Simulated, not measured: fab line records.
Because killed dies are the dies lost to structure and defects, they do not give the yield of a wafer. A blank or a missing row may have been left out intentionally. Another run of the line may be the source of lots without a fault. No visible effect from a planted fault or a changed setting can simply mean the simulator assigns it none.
fab line records ; flow n5-finfet
[record] lots = 3; wafers = 9; last-day = 17
route steps=1938 shown BEOL_M2@922 BEOL_M3@931 BEOL_M4@1111 PASSIVATION@1936
lots that met no fault: from a run of the same line without faults
start-h: hours from the record's first day to the start of the lot's first wafer shown ; wait-h: time in hours since the lot's previous step ; " as in the row above ; L1.1+2: a row that stands for several wafers ; - no value, or no start given ; * or withheld: withheld ; < > ~ a bound
route shown NAME@n: NAME is a module with steps in the file, n the number in the route of the first one ; usual: mean/standard deviation taken from wafers without a fault ; same: alike in all rows ; chamber/n: place in a boat ; sites: readings site by site ; _std_site: standard deviation of those values ; _edge_site: outer sites' mean less inner sites' ; radius-mm: how far each site lies from the wafer's centre ; mask NAME#n: copy n ; behind: the most recent tool/chamber to have shaped the wafer ; hold: cause of the lot's hold/its duration in hours/its outcome ; device: whichever transistor did not switch (one of n, p or np) ; end of line: at the end of the route, the tests of the same wafers ; for a step that has no rows: nothing shown but its recipe ; killed: the dies lost at the first sort to structure and to defects; this is not the yield of the wafer ; map: dies across one wafer; x = killed, . = not, _ = none there
set.NAME: setting as actually run; set.NAME@STEP: the setting as run at that earlier step ; model.NAME: the simulator's own value behind a step, which no gauge read
certain route steps with their lots: each step a table, each wafer a row
[[steps]]
[step N5_BEOL_M2_ANNEAL_51]
[recipe] temp-c = 225; time-s = 90; ambient = N2
[step N5_BEOL_M2_CMP_52]
[recipe] stop-on = SiOC; t-overpolish-s = 6.8; down-force-psi = 1; platen-rpm = 50; clearing-platen-down-force-psi = 1.5; clearing-platen-rpm = 50; post-cmp-clean = cu-alkaline; target-thk-nm = 40; clearing-platen-pad-velocity-m-s = 0.99484; pad-velocity-m-s = 0.99484
[step N5_BEOL_M2_PRE_CLEAN_60]
[recipe] gas = NH3/H2; time-s = 15; temp-c = *; rf-power-w = 300
[step N5_BEOL_M2_CO_CAP_55]
[recipe] material = Co; target-thk-a = 20; temp-c = 200; precursor = CCTBA/H2; pressure-torr = 30; time-s = 102.1
[step N5_BEOL_M2_PRE_CLEAN_56]
[recipe] gas = NH3; time-s = 15; temp-c = withheld; rf-power-w = 300
[step N5_BEOL_M2_DEP_57]
[recipe] material = SiCN; target-thk-a = 80; temp-c = withheld; precursor = 3MS/NH3; pressure-torr = 3; rf-w = 202; time-s = 14
[step N5_BEOL_M3_ILD_DEP_00]
[recipe] material = SiOC; target-thk-a = 790; temp-c = 350; precursor = DEMS/O2; pressure-torr = 5; rf-w = 500; time-s = 15.3
[step N5_BEOL_M3_PECVD_72]
[recipe] material = SiO2; target-thk-a = 160; temp-c = 400; precursor = TEOS/O2; pressure-torr = 5.5; rf-w = 450; teos-flow-sccm = 53.8; gas = O2; flow-sccm = 3000; time-s = 18
[step N5_BEOL_M3_HM_DEP_02]
[recipe] material = TiN; target-thk-a = 200; temp-c = 25; chamber-pressure-pa = 0.49996
[usual] throttle-valve-pct = 29.9/1
lot.wafer;tool;chamber;start-h;wait-h;throttle-valve-pct
L469.2;pvd-sputter-01;-;179.20;0.4;27.7
L469.3;pvd-sputter-01;-;179.20;0.4;29.3
L469.6;pvd-sputter-01;-;179.20;0.4;30.2
L468.1;pvd-sputter-03;-;194.96;1.2;30.6
L468.3;pvd-sputter-03;-;194.96;1.2;30.4
L468.5;pvd-sputter-03;-;194.96;1.2;30.5
L483.1;pvd-sputter-03;-;268.20;1.7;30.7
L483.2;pvd-sputter-03;-;268.20;1.7;29.1
L483.6;pvd-sputter-03;-;268.20;1.7;30.4
[step N5_BEOL_M3_COAT_61]
[recipe] resist = SOC; temp-c = 250; time-s = 60; spin-rpm = 1500; resist-thk-nm = 60
[step N5_BEOL_M3_COAT_62]
[recipe] resist = SiARC; temp-c = 220; time-s = 60; spin-rpm = 1500; resist-thk-nm = 12
[step N5_BEOL_M3_COAT_73]
[recipe] resist = underlayer; temp-c = 205; time-s = 60; spin-rpm = 1500; resist-thk-nm = 5
[step N5_BEOL_M3_COAT_05]
[recipe] resist = CAR-EUV; spin-rpm = 1500; resist-thk-nm = 30
[step N5_BEOL_M3_EBR_07]
[recipe] solvent = PGMEA; ebr-width-mm = 1.5
[step N5_BEOL_M3_SOFTBAKE_06]
[recipe] temp-c = 110; time-s = 60; resist = CAR-EUV
[step N5_BEOL_M3_EXPOSE_08]
[recipe] mask-id = M3; na = 0.33; source-shape = dipole; sigma-inner = 0.369; sigma-outer = 0.767; polarization = unpolarized; dose-mj = 33
[step N5_BEOL_M3_PEB_09]
[recipe] peb-temp-c = 100; peb-time-s = 60; resist = CAR-EUV
[step N5_BEOL_M3_DEVELOP_10]
[recipe] develop-time-s = 30; developer = TMAH; resist = CAR-EUV; rinse-liquid = surfactant-rinse; dry = air-spin; dev-temp-c = 23
[step N5_BEOL_M3_DESCUM_16]
[recipe] chemistry = O2; time-s = 7; source-power-w = 50; bias-power-w = 20; pressure-mtorr = 20; rf-frequency-hz = 2.712e+07; temp-c = 40; resist = CAR-EUV; o2-flow-sccm = 225
[step N5_BEOL_M3_ETCH_74]
[recipe] chemistry = N2/H2; target = underlayer; target-depth-a = 65; mask-material = CAR-EUV; time-s = 5.2; ion-energy-ev = 200; pressure-mtorr = 30; source-w = 840; bias-w = 150; n2-flow-sccm = 200; h2-flow-sccm = 200; ends = cleared
[step N5_BEOL_M3_ETCH_63]
[recipe] chemistry = CF4; target = SiARC; target-depth-a = 156; mask-material = CAR-EUV; time-s = 26; ion-energy-ev = 80; pressure-mtorr = 40; source-w = 545; bias-w = 36; Ar_flow_sccm = 100; cf4-flow-sccm = 100; ends = cleared
[step N5_BEOL_M3_ETCH_64]
[recipe] chemistry = N2/H2; target = SOC; target-depth-a = 750; overetch-a = 150; mask-material = SiARC; temp-c = 40; time-s = 112.5; ion-energy-ev = 200; pressure-mtorr = 30; source-w = 840; bias-w = 150; n2-flow-sccm = 200; h2-flow-sccm = 200
[step N5_BEOL_M3_STRIP_65]
[recipe] chemistry = N2/H2; temp-c = 40; n2-flow-sccm = 200; h2-flow-sccm = 200; rf-frequency-hz = 6e+07
[step N5_BEOL_M3_STRIP_75]
[recipe] chemistry = N2/H2; temp-c = 40; n2-flow-sccm = 200; h2-flow-sccm = 200; rf-frequency-hz = 6e+07
[step N5_BEOL_M3_STRIP_66]
[recipe] chemistry = CF4; resist = SiARC; power-w = 300; bias-power-w = 75; pressure-mtorr = 50; cf4-flow-sccm = 150; rf-frequency-hz = 6e+07
[step N5_BEOL_M3_HM_OPEN_17]
[recipe] chemistry = Cl2/BCl3; target-depth-a = 200; overetch-a = 60; target = TiN; mask-material = SOC; ion-energy-ev = 150; pressure-mtorr = 10; icp-w = 1000; bias-w = 126; Cl2_flow_sccm = 53.25; bcl3-flow-sccm = 21.75; Ar_flow_sccm = 25
[step N5_BEOL_M3_STRIP_19]
[recipe] chemistry = O2; power-w = 400; temp-c = 40; pressure-mtorr = 30; rf-frequency-hz = 6e+07; bias-power-w = 0; overash-fraction = 0.2; o2-flow-sccm = 225
[step N5_BEOL_M3_COAT_67]
[recipe] resist = SOC; temp-c = 250; time-s = 60; spin-rpm = 1500; resist-thk-nm = 60
[step N5_BEOL_M3_COAT_68]
[recipe] resist = SiARC; temp-c = 220; time-s = 60; spin-rpm = 1500; resist-thk-nm = 12
[step N5_BEOL_M3_COAT_76]
[recipe] resist = underlayer; temp-c = 205; time-s = 60; spin-rpm = 1500; resist-thk-nm = 5
[step N5_BEOL_M3_COAT_22]
[recipe] resist = CAR-EUV; spin-rpm = 1500; resist-thk-nm = 30
[step N5_BEOL_M3_EBR_24]
[recipe] solvent = PGMEA; ebr-width-mm = 1.5
[step N5_BEOL_M3_SOFTBAKE_23]
[recipe] temp-c = 110; time-s = 60; resist = CAR-EUV
[step N5_BEOL_M3_EXPOSE_25]
[recipe] mask-id = V2; na = 0.33; source-shape = quasar; sigma-inner = 0.2; sigma-outer = 0.8; polarization = unpolarized; defocus-nm = 5; dose-mj = 63
[step N5_BEOL_M3_INSPECT_30]
[recipe] mode = adi; inspect-instrument = brightfield
[usual] raw-defect-count = 403/91
lot.wafer;tool;chamber;start-h;wait-h;raw-defect-count
L469.2;defect-inspect-02;-;180.67;0.0;501
L469.3;defect-inspect-02;-;180.67;0.0;408
L469.6;defect-inspect-02;-;180.67;0.0;373
L468.1;defect-inspect-01;-;196.53;0.1;242
L468.3;defect-inspect-01;-;196.53;0.1;331
L468.5;defect-inspect-01;-;196.53;0.1;241
L483.1;defect-inspect-02;-;269.83;0.1;676
L483.2;defect-inspect-02;-;269.83;0.1;583
L483.6;defect-inspect-02;-;269.83;0.1;675
[step N5_BEOL_M4_RC_MEAS_101]
[usual] DIBL_N = 35.8/1.7; DIBL_P = 35.3/2; IOFF_N = 0.150/0.026; IOFF_P = 0.194/0.029; ION_N = 667/11; ION_P = 456/7.1; SS_N = 71.4/0.65; SS_P = 73.1/0.64; VT_N = 251/3; VT_P = -252/3.2
lot.wafer;tool;chamber;start-h;wait-h;DIBL_N[mV/V];DIBL_P[mV/V];IOFF_N[nA/um];IOFF_P[nA/um];ION_N[uA/um];ION_P[uA/um];SS_N[mV/dec];SS_P[mV/dec];VT_N[mV];VT_P[mV]
L469.2;prober-02;0;224.13;0.2;36.6;36.3;0.150;0.207;657;454;70.9;72.7;251;-250
L469.3;prober-02;0;224.13;0.2;36.6;35.7;0.155;0.195;669;455;71.6;73.1;248;-253
L469.6;prober-02;0;224.13;0.2;37.6;37.1;0.176;0.219;673;456;71.3;73.2;247;-250
L468.1;prober-01;0;242.34;0.0;36.9;37.8;0.179;0.212;673;457;71.9;73.9;245;-250
L468.3;prober-01;0;242.34;0.0;34.6;34.3;0.137;0.184;660;452;70.8;72.6;251;-254
L468.5;prober-01;0;242.34;0.0;37.1;36.9;0.160;0.201;660;451;71.5;73.7;248;-252
L483.1;prober-01;0;313.28;0.0;35.2;33.2;0.137;0.175;641;444;71.9;72.7;252;-252
L483.2;prober-01;0;313.28;0.0;34.7;33.3;0.125;0.173;661;454;71.2;72.7;252;-252
L483.6;prober-01;0;313.28;0.0;37.3;36.8;0.166;0.228;649;450;71.8;73.7;248;-249
[step N5_PASSIVATION_PROBE_49]
[usual] defect-limited-yield = 91.5/1.4; killed_at_M0_to_M3 = 34/11; killed_at_M4_up = 15/6; killed-at-contacts = 11/5.9; killed-at-front-end = 37/11; killed-at-other = 3.6/2.9; killed-dies = 101/17; killed-on-rim = 13/4; killed-open = 66/12; killed-short = 33/7.8; sort_bin_5_function = 5.0/0.97; sort_bin_6_memory = 3.2/0.65; sort_bin_8_speed = 0.02/0.2; sort-n-pass = 1079/17; sort-yield-pct = 91.4/1.4
[same] gross-dies = 1180; killed-at-back-side = 0; sort_bin_4_leakage[%] = 0
lot.wafer;tool;chamber;start-h;wait-h;defect-limited-yield[%];killed_at_M0_to_M3;killed_at_M4_up;killed-at-contacts;killed-at-front-end;killed-at-other;killed-dies;killed-on-rim;killed-open;killed-short;sort_bin_5_function[%];sort_bin_6_memory[%];sort_bin_8_speed[%];sort-n-pass;sort-yield-pct[%]
L468.1;prober-02;-;341.06;0.0;94.0;27;15;5;22;2;71;11;51;20;3.5;2.4;0;1109;94.0
L468.3;prober-02;-;341.16;0.1;90.8;33;14;11;50;0;108;12;63;45;5.3;3.3;0;1072;90.8
L468.5;prober-02;-;341.26;0.2;92.5;29;16;9;31;3;88;17;66;19;4.2;3.1;0;1092;92.5
L483.1;prober-01;-;418.44;0.0;87.9;82;17;10;30;4;143;24;72;22;7.7;3.2;0.08;1036;87.8
L483.2;prober-01;-;418.49;0.1;83.1;106;13;27;43;10;199;33;81;43;11.0;4.5;0;981;83.1
L483.6;prober-01;-;418.69;0.3;87.2;75;22;12;32;10;151;30;71;32;8.6;3.7;0;1029;87.2
// killed by level:class
L468.1 BEOL_M3:geometric-particle:open=7 BEOL_M4:geometric-particle:open=6 BEOL_M1:geometric-particle:open=5 FIN_SAQP:geometric-particle:open=4 BEOL_M2:geometric-particle:open=4 BEOL_M0_SAQP:geometric-particle:open=4 BEOL_M0_SAQP:geometric-particle:short=4 BEOL_M5:geometric-particle:open=4
L468.3 STI_FIN_REVEAL:geometric-particle:open=11 MOL_CONTACT_COAG:geometric-particle:open=9 BEOL_M1:geometric-particle:short=9 FIN_SAQP:geometric-particle:open=7 BEOL_M4:geometric-particle:open=7 FIN_SAQP:geometric-particle:short=6 GATE_CUT:geometric-particle:short=6 DUMMY_GATE:geometric-particle:open=5
L468.5 BEOL_M2:geometric-particle:open=13 BEOL_M4:geometric-particle:open=10 STI_FIN_REVEAL:geometric-particle:open=9 BEOL_M1:geometric-particle:open=7 DUMMY_GATE:geometric-particle:open=6 FIN_SAQP:geometric-particle:short=4 MOL_CONTACT_COAG:geometric-particle:open=4 BEOL_M3:geometric-particle:open=3
L483.1 BEOL_M3:unspecified=48 STI_FIN_REVEAL:geometric-particle:open=16 BEOL_M1:geometric-particle:open=11 MOL_CONTACT_COAG:geometric-particle:open=10 BEOL_M4:geometric-particle:open=9 BEOL_M0_SAQP:geometric-particle:open=6 BEOL_M3:geometric-particle:open=5 BEOL_M0_SAQP:geometric-particle:short=4
L483.2 BEOL_M3:unspecified=73 MOL_CONTACT_COAG:geometric-particle:open=21 STI_FIN_REVEAL:geometric-particle:open=16 FIN_SAQP:geometric-particle:short=10 BEOL_M1:geometric-particle:open=8 BEOL_M2:geometric-particle:open=7 MOL_CONTACT_COAG:geometric-particle:short=6 BEOL_M0_SAQP:geometric-particle:open=5
L483.6 BEOL_M3:unspecified=45 STI_FIN_REVEAL:geometric-particle:open=16 MOL_CONTACT_COAG:geometric-particle:open=12 BEOL_M0_SAQP:geometric-particle:open=8 GATE_CUT:geometric-particle:short=5 BEOL_M0:geometric-particle:open=5 BEOL_M4:geometric-particle:open=5 STI_FIN_REVEAL:geometric-particle:short=4
// map L483.2 (x killed, . not)
_________________............________________
______________x.x.x.......x....._____________
___________..x..........x.......x..__________
__________...x......................_________
________..x.xx.x......................_______
_______..............x...x.x..x.x......______
______......x.x....x...x.......x........_____
_____..xx...x.....x.....................x____
____...x.......................x........xx___
___............x..........x.xx.x...........__
___..........x..........x.x..........x.....__
__................x................x.....xx._
__.....xx..............x..x....x.......x...._
_x....x.........x...xx.................x..x..
_.x...........x.....x........................
_...............xx......x......x..........x..
_x..x.xx..................................x..
_.xxxx........x...........x.x..x.............
_..xx..xx..x..x.xx......x..x.................
_.xxxxxx.xx.xx..........................x....
_xxxxxxxxxx......x.......x...............x..x
__xxxxxxxxx.x........x...x.................._
__xxxxxxx...x....x.....x..x..............x.x_
___xxxxxxxx.xx......x.x.......x............__
___xxxxxxxx.x.......................x......__
____xxxxx.x..............xx...............___
_____xxxxxx..............................____
______x.x...x.....xx..........x..x......_____
_______xx....x.................xxx.....______
________...................x..x..x...._______
__________......................x..._________
___________x..x............x.......__________
______________.........x........_____________
_________________.x.x.......x________________
// map L468.3 (x killed, . not)
_________________............________________
______________.................._____________
___________x................x.x....__________
__________..xx.............xx..x...._________
________.x.................x.x....x..._______
_______......x........xx..x.x...x......______
______x..........x...x..x..............._____
_____...........x.........x..............____
____........x....x........................___
___...x.............x.x..x.......x.x.......__
___...x...x.................x..............__
__................x....x.x........x...xx...._
__............x....x........................_
_...x.x....x..............................x..
_.......xx...x.....x.........x......x..x....x
_..............x...............x...x.........
_......x.............x.....x....x....x..x...x
_...xx.......................x.........x.xx..
_..x...x.x...................x.........x.....
_........x.xx..................x.............
_.........x.................................x
__..........................x..............._
__...........xx...........................x._
___....x.x...........x.....x...............__
___................x....x................x.__
____........x.........x...................___
_____......................x.............____
______.......x.............x.xx........._____
_______................x...............______
________x............................._______
__________.....................x..x._________
___________....x.......x...........__________
______________...x.............._____________
_________________..........x.________________
[[key]]
[first-sign] step = N5_BEOL_M3_INSPECT_30; reading = raw-defect-count; direction = up; sigmas = 2.6; usual = 403; struck = 645
[effect] step = N5_PASSIVATION_PROBE_49; reading = killed_at_M0_to_M3; direction = up; sigmas = 4.9; usual = 34; struck = 88
[more-kills-born-at] N5_BEOL_M3_HM_DEP_02@pvd-sputter-03 = 166
met-at N5_BEOL_M3_HM_DEP_02
struck-wafers L483.1,L483.2,L483.6
also-fits time
[fault] kind = chamber-particle-source; tool = pvd-sputter-03; chamber = -; onset-h = 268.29; steps = N5_BEOL_M3_HM_DEP_02; rate-per-visit-cm2 = 0.38759; end-h = 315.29
